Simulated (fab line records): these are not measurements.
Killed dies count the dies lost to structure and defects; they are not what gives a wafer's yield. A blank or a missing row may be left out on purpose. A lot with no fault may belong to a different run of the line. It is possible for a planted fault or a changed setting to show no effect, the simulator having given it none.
Matching of chambers    flow nandHarc    NHARC_P_BONDPAD_ACTIVATE_29 on rieDiel-01: 4 sister chambers
The step chemistry N2, time 60 s. 33 wafers are shown with their chamber, then 12 later ones without.

WAFERS, EACH WITH ITS CHAMBER
wafer   chamber  showerheadPlenumPTorr (Torr)  drypumpMotorCurrentA (A)  oesProductAu (a.u.)
L076.4  3        1.77                          5.9                       1.000
L076.5  2        1.64                          6.2                       0.989
L076.6  3        1.77                          5.9                       0.993
L077.1  3        1.77                          5.9                       0.994
L077.2  2        1.64                          6.2                       0.989
L077.3  0        1.80                          6.1                       1.020
L078.1  0        1.80                          6.1                       1.011
L078.2  3        1.77                          5.9                       0.994
L078.4  1        1.78                          5.3                       0.988
L080.3  1        1.78                          5.2                       1.003
L080.4  0        1.80                          6.1                       1.011
L080.5  3        1.77                          6.0                       1.009
L081.1  1        1.78                          5.3                       0.998
L081.3  0        1.80                          6.1                       1.005
L081.5  3        1.77                          5.9                       0.989
L082.2  2        1.64                          6.1                       0.988
L082.3  3        1.77                          5.9                       1.000
L082.6  3        1.77                          5.9                       0.994
L082.1  0        1.80                          6.1                       1.003
L082.4  1        1.78                          5.3                       1.001
L082.5  2        1.64                          6.2                       0.985
L083.2  3        1.76                          6.0                       0.996
L083.3  0        1.80                          6.1                       1.005
L083.4  2        1.64                          6.1                       0.980
L087.1  1        1.78                          5.2                       1.007
L087.4  0        1.80                          6.0                       0.999
L087.6  0        1.80                          6.0                       0.989
L088.4  1        1.78                          5.2                       0.999
L088.5  2        1.64                          6.1                       0.991
L088.6  1        1.78                          5.2                       0.993
L088.1  3        1.76                          5.9                       1.009
L088.2  0        1.80                          6.1                       1.000
L088.3  2        1.64                          6.1                       0.986

SIGNATURES (averages over the wafers above)
reading                chamber 0  chamber 1  chamber 2  chamber 3  scatter within a chamber
showerheadPlenumPTorr  1.8000     1.7800     1.6400     1.7680     0.00235
drypumpMotorCurrentA   6.078      5.243      6.143      5.920      0.0476
oesProductAu           1.00478    0.99843    0.98686    0.99780    0.00681
Rule: a wafer lies at a distance from a chamber equal to the root of the sum of squares, over the readings, of (its reading less the chamber's mean, divided by the reading's scatter). If the next closest chamber is less than 2 further off than the closest, the wafer can't be placed; otherwise it belongs to the closest. The scatter: the root of (the sum of the squares of (reading less its chamber's mean) over the shown wafers, divided by (wafers less chambers)).

WAFERS WITHOUT THEIR CHAMBER
wafer   showerheadPlenumPTorr (Torr)  drypumpMotorCurrentA (A)  oesProductAu (a.u.)
L090.1  1.78                          5.2                       1.005
L090.2  1.64                          6.1                       0.994
L090.6  1.78                          5.3                       0.996
L092.2  1.80                          6.1                       1.020
L092.3  1.78                          5.2                       1.001
L092.6  1.80                          6.1                       1.021
L092.1  1.64                          6.1                       0.996
L092.4  1.76                          5.9                       1.009
L092.5  1.78                          5.2                       0.999
L097.1  1.76                          5.9                       0.993
L097.3  1.64                          6.1                       0.999
L097.4  1.80                          6.1                       1.008

CHAMBER TAKEN BY EACH
wafer   from the rows above  in truth
L090.1  1                    1
L090.2  2                    2
L090.6  1                    1
L092.2  0                    0
L092.3  1                    1
L092.6  0                    0
L092.1  2                    2
L092.4  3                    3
L092.5  1                    1
L097.1  3                    3
L097.3  2                    2
L097.4  0                    0
Correctly placed: 12 of 12. From these rows, 0 cannot be placed. Placed wrongly: 0.
